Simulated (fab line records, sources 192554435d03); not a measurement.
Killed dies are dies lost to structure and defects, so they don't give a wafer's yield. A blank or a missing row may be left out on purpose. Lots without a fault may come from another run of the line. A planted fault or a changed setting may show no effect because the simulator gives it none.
A struck lot beside a sound one | flow n5_finfet | 37 steps out of a route of 1938
Sound: wafers L550.2, L550.4, L550.6. Struck: wafers L562.1, L562.6. (L562.2 of the same lot was not struck and is left out.) The cause comes at the end.
At each step with rows: each side's tool, then ch and its chambers, then its first start. Under that, the readings that differ: sound wafers | struck wafers | difference of the means | sigmas: that difference in standard deviations of wafers without a fault.
alike: readings whose means differ by less than 2 such deviations, and words and numbers that are the same on both sides. not compared: withheld readings, readings that some wafer has no value for, bounds like >300 that may hide the same value, and numbers for which the record gives no deviation and whose values overlap.
The two part at a step that has a row with sigmas, a row that says differs or no value, or rows on one side only. Numbers that don't overlap but have no deviation are shown without sigmas and don't part them. A reading that every wafer of one side lacks parts them only if that side has two wafers or more.

first, 9 steps without rows for these wafers: N5_BEOL_M5_DESCUM_33 (chemistry O2, time 7 s); N5_BEOL_M5_ETCH_75 (etches underlayer in N2/H2, target depth 6.5 nm, time 5.2 s); N5_BEOL_M5_ETCH_67 (etches SiARC in CF4, target depth 15.6 nm, time 26 s); N5_BEOL_M5_ETCH_68 (etches SOC in N2/H2, target depth 80 nm, overetch 16 nm, time 120 s); N5_BEOL_M5_STRIP_69 (strips in N2/H2); N5_BEOL_M5_STRIP_76 (strips in N2/H2); N5_BEOL_M5_VIA_ETCH_34 (etches SiCOH lowk in C4F6/O2, target depth 88.3 nm, time 39.2 s); N5_BEOL_M5_STRIP_85 (strips in C4F6/O2); N5_BEOL_M5_STRIP_36 (strips in N2/H2).
N5_BEOL_M5_TRENCH_ETCH_37: etches SiCOH lowk in C4F6/O2, target depth 71.652 nm, time 24.7 s.
  sound on rie_diel-04 ch 0,2,3, day 9 01:59; struck on rie_diel-04 ch 2, day 12 04:34
  alike: drypump_motor_current_A, oes_product_au, rf_vpp_V, showerhead_plenum_p_Torr, throttle_valve_pct
  not compared: rf_hours_counter_h
then, 26 steps without rows for these wafers: N5_BEOL_M5_ETCH_41 (etches SiCN in CH3F/O2, target depth 31.5 nm, time 56.7 s); N5_BEOL_M5_STRIP_91 (strips in N2/H2, time 10 s); N5_BEOL_M5_HM_STRIP_39 (strips TiN in peroxide tin strip, target depth 25 nm, time 158 s); N5_BEOL_M5_SRD_40 (time 30 s); N5_BEOL_M5_PRECLEAN_42 (cleans in residue remover, time 60 s); N5_BEOL_M5_SRD_43 (time 30 s); N5_BEOL_M5_CURE_80 (cures SiCOH lowk, time 120 s); N5_BEOL_M5_DEGAS_44 (time 60 s); N5_BEOL_M5_PRE_CLEAN_45 (time 30 s); N5_BEOL_M5_ALD_86 (deposits TaN, pulse time 2 s, purge time 3 s, co reactant purge time 2 s); N5_BEOL_M5_SURFACE_TREAT_87; N5_BEOL_M5_CVD_47 (deposits Co from CCTBA/H2, target thk 3 nm, time 216 s); N5_BEOL_M5_SPUTTER_48 (material Cu, target thk 15 nm, time 27.62 s); N5_BEOL_M5_ANNEAL_49 (time 1800 s); N5_BEOL_M5_SPUTTER_81 (material Cu, target thk 15 nm, time 27.62 s); N5_BEOL_M5_ANNEAL_82 (time 1800 s); N5_BEOL_M5_SPUTTER_83 (material Cu, target thk 15 nm, time 27.62 s); N5_BEOL_M5_ANNEAL_84 (time 1800 s); N5_BEOL_M5_SPUTTER_88 (material Cu, target thk 15 nm, time 27.62 s); N5_BEOL_M5_ANNEAL_89 (time 1800 s); N5_BEOL_M5_SPUTTER_90 (material Cu, target thk 4.5 nm, time 8.29 s); N5_BEOL_M5_ECD_50 (material Cu, target thk 300 nm); N5_BEOL_M5_ANNEAL_51 (time 90 s); N5_BEOL_M5_CMP_52 (polishes, stops on SiCOH lowk, t overpolish 6.9 s, target thk 62 nm); N5_BEOL_M5_PRE_CLEAN_77 (time 15 s); N5_BEOL_M5_CO_CAP_78 (material Co, precursor CCTBA/H2, target thk 2 nm, time 102.1 s).
-- the record jumps here: 4 days lie between the struck wafers' starts before and after (it left off in module BEOL_M5 and takes up again in module PASSIVATION, whose first step shown is number 1936 of the route) --
N5_PASSIVATION_PROBE_49:
  sound on prober-02, day 13 04:49; struck on prober-02, day 16 12:01
  reading                  | sound          | struck    | difference | sigmas
  defect_limited_yield (%) | 91.1 88.7 89.6 | 80.3 81.3 | -9.0       | -6
  killed_at_M0_to_M3       | 28 61 52       | 26 21     | -24        | -2
  killed_at_M4_up          | 25 12 17       | 136 139   | +120       | +19
  killed_dies              | 105 133 123    | 233 221   | +107       | +6
  sort_bin_4_leakage (%)   | 0 0 0          | 0 0.68    | +0         | +3
  sort_bin_5_function (%)  | 5.8 7.3 6.0    | 12.1 11.9 | +5.6       | +6
  sort_n_pass              | 1075 1047 1057 | 947 951   | -111       | -7
  sort_yield_pct (%)       | 91.1 88.7 89.6 | 80.3 80.6 | -9.4       | -7
  alike: killed_at_contacts, killed_at_front_end, killed_at_other, killed_on_rim, killed_open, killed_short, sort_bin_6_memory

WHERE THEY PART
Only at N5_PASSIVATION_PROBE_49, within this record.

WHY: what the simulator had put in
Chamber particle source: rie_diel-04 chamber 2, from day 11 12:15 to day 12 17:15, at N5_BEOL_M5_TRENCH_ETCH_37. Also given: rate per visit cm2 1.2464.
